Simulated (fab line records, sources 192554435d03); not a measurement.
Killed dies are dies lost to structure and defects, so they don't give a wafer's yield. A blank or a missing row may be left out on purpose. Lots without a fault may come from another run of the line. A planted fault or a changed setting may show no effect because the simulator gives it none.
Chamber matching | flow n5_finfet | N5_BEOL_M8_VIA_ETCH_34 on rie_diel-05: 4 sister chambers
The step etches SiCOH lowk in C4F6/O2, target depth 125.5 nm, time 50.5 s. 4 wafers are shown with their chamber, then 10 later ones without.

WAFERS WITH THEIR CHAMBER
wafer  | chamber | showerhead_plenum_p_Torr (Torr)
L086.2 | 2       | 3.00
L086.4 | 3       | 2.76
L088.1 | 0       | 2.73
L088.3 | 1       | 2.80

WAFERS WITHOUT THEIR CHAMBER
wafer  | showerhead_plenum_p_Torr (Torr)
L088.4 | 2.75
L091.2 | 2.80
L091.4 | 2.75
L091.5 | 2.75
L096.1 | 2.80
L096.2 | 2.75
L096.5 | 2.75
L097.1 | 2.72
L097.2 | 2.80
L097.4 | 2.75

WHICH CHAMBER EACH WENT THROUGH
wafer  | from the rows above     | in truth
L088.4 | can't be placed: 3 or 0 | 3
L091.2 | 1                       | 1
L091.4 | can't be placed: 3 or 0 | 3
L091.5 | can't be placed: 3 or 0 | 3
L096.1 | 1                       | 1
L096.2 | can't be placed: 3 or 0 | 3
L096.5 | can't be placed: 3 or 0 | 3
L097.1 | 0                       | 0
L097.2 | 1                       | 1
L097.4 | can't be placed: 3 or 0 | 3
Placed correctly: 4 of 10. Can't be placed from these rows: 6 (the true chamber is among the candidates in 6). Placed wrongly: 0.
How it was worked out, from the rows above alone: a wafer's distance from a chamber is the root of the sum, over the readings, of the square of ((its reading less the chamber's mean) divided by the reading's scatter). The wafer belongs to the nearest chamber; if the next one is less than 2 further off, it can't be placed. A chamber's mean is the mean of its shown wafers. The scatter: with one shown wafer a chamber, the root of the mean of the squares of how far each hidden wafer lies from its nearest shown one.
